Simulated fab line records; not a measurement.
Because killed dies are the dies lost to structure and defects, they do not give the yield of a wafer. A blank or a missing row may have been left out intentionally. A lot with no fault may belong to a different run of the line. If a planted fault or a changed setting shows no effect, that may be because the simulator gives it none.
Chamber matching / flow n5Finfet / N5_DUMMY_REMOVAL_HM_STRIP_01 on rieDiel-05 has 4 sister chambers
The step strips SiNx in CH3F/O2, stops on poly-Si, target depth 4 nm, time 6.8 s. 4 wafers are shown with their chamber, then 9 later ones without.

WAFERS WITH THEIR CHAMBER
wafer=L080.1; chamber=2; drypumpMotorCurrentA (A)=5.5
wafer=L087.2; chamber=0; drypumpMotorCurrentA (A)=6.1
wafer=L088.4; chamber=1; drypumpMotorCurrentA (A)=5.8
wafer=L088.5; chamber=3; drypumpMotorCurrentA (A)=6.0

WAFERS WITHOUT THEIR CHAMBER
wafer=L090.2; drypumpMotorCurrentA (A)=6.0
wafer=L090.3; drypumpMotorCurrentA (A)=5.8
wafer=L090.5; drypumpMotorCurrentA (A)=5.5
wafer=L092.1; drypumpMotorCurrentA (A)=6.1
wafer=L092.2; drypumpMotorCurrentA (A)=6.0
wafer=L092.3; drypumpMotorCurrentA (A)=5.9
wafer=L095.2; drypumpMotorCurrentA (A)=6.0
wafer=L095.4; drypumpMotorCurrentA (A)=6.1
wafer=L095.6; drypumpMotorCurrentA (A)=5.9

WHICH CHAMBER EACH WENT THROUGH
wafer=L090.2; from the rows above=3; in truth=3
wafer=L090.3; from the rows above=1; in truth=1
wafer=L090.5; from the rows above=2; in truth=2
wafer=L092.1; from the rows above=0; in truth=0
wafer=L092.2; from the rows above=3; in truth=3
wafer=L092.3; from the rows above=can't be placed: 3 or 1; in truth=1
wafer=L095.2; from the rows above=3; in truth=3
wafer=L095.4; from the rows above=0; in truth=0
wafer=L095.6; from the rows above=can't be placed: 3 or 1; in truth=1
Correctly placed: 7 of 9. Can't be placed from these rows: 2 (the true chamber is among the candidates in 2). Number placed wrongly: 0.
How it was worked out, from the rows above alone: a wafer's distance from a chamber is the root of the sum, over the readings, of the square of ((its reading less the chamber's mean) divided by the reading's scatter). The wafer belongs to the nearest chamber; if the next one is less than 2 further off, it can't be placed. For every chamber, the mean is computed from those of its wafers that are shown. The scatter (one wafer shown for each chamber): square how far every hidden wafer sits from the nearest shown wafer, average those squares and take the square root.
